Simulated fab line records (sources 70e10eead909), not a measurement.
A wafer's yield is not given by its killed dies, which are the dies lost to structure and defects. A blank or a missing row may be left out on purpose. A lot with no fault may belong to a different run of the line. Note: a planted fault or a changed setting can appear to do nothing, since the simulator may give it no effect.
Chamber matching    flow nandHarc    4 sister chambers for NHARC_P_CONTACT_CMP_24 on cmp-01
The step polishes, t overpolish 30 s, target thk 200 nm. 30 wafers are shown with their chamber, then 12 later ones without.

== EACH WAFER AND ITS CHAMBER ==
wafer   chamber  motorCurrentA (A)  timeToEndpointS (s)  overpolishRunS (s)
L074.3  1        12.5               40.3                 30.020
L074.4  2        11.8               43.2                 30.016
L074.5  2        11.9               41.4                 30.011
L074.1  0        13.5               39.2                 29.999
L074.2  3        10.4               43.4                 30.006
L074.6  3        10.4               40.4                 30.013
L075.2  0        13.6               41.9                 30.000
L075.3  2        11.8               45.5                 30.012
L075.4  1        12.1               43.6                 30.007
L076.1  2        12.2               44.0                 30.004
L076.2  0        13.6               40.8                 29.995
L076.5  1        12.2               41.9                 30.021
L077.2  0        13.1               41.4                 30.009
L077.4  3        10.2               45.8                 29.993
L077.6  2        12.1               45.7                 29.983
L078.2  0        13.5               41.9                 30.017
L078.3  2        11.2               43.4                 30.009
L078.6  1        12.4               43.8                 29.977
L083.1  3        10.8               39.8                 29.985
L083.2  2        11.7               42.5                 29.998
L083.5  3        10.6               43.2                 30.004
L086.2  3        10.4               41.0                 29.997
L086.3  0        14.0               38.1                 29.997
L086.6  3        10.7               40.3                 30.006
L087.1  0        13.0               41.6                 30.008
L087.5  1        11.4               44.1                 29.991
L087.6  2        11.7               43.6                 30.000
L089.1  0        13.2               39.0                 30.011
L089.3  3        10.6               41.5                 29.998
L089.4  2        11.9               39.7                 30.004

SIGNATURES, as means of the wafers listed above
reading          chamber 0  chamber 1  chamber 2  chamber 3  scatter within a chamber
motorCurrentA    13.438     12.120     11.811     10.512     0.304
timeToEndpointS  40.487     42.740     43.222     41.925     1.8
overpolishRunS   30.00450   30.00320   30.00411   30.00025   0.0111
Rule: for each reading, subtract the chamber's mean from the wafer's reading, divide by that reading's scatter and square the result; add these up over the readings and take the root, which gives the wafer's distance from the chamber. If the next closest chamber is less than 2 further off than the closest, the wafer can't be placed; otherwise it belongs to the closest. The scatter: take each reading less its chamber's mean, square it, sum over the shown wafers, divide by the number of wafers less the number of chambers, and take the root.

== WAFERS WITHOUT THEIR CHAMBER ==
wafer   motorCurrentA (A)  timeToEndpointS (s)  overpolishRunS (s)
L091.2  12.5               46.6                 29.992
L091.3  10.6               46.9                 30.008
L091.6  10.4               44.5                 29.995
L094.1  10.6               42.7                 29.995
L094.3  11.8               40.6                 30.003
L094.6  11.5               43.1                 29.975
L095.2  11.8               41.6                 30.006
L095.3  10.5               43.0                 30.005
L095.6  10.6               41.6                 30.004
L095.1  12.6               38.2                 30.004
L095.4  12.7               39.4                 29.992
L095.5  11.5               39.3                 30.001

== THE CHAMBER EACH PASSED THROUGH ==
wafer   from the rows above           in truth
L091.2  can't be placed: 1 or 2       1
L091.3  can't be placed: 3 or 2       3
L091.6  3                             3
L094.1  3                             3
L094.3  can't be placed: 2 or 1       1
L094.6  can't be placed: 2 or 1 or 3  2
L095.2  can't be placed: 2 or 1       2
L095.3  3                             3
L095.6  3                             3
L095.1  can't be placed: 1 or 0 or 2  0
L095.4  can't be placed: 0 or 1 or 2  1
L095.5  can't be placed: 2 or 1 or 3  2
Correct placement for 4 of the 12. Cannot be placed on the basis of these rows: 8; the candidates contain the true chamber in 8. Placed wrongly: 0.
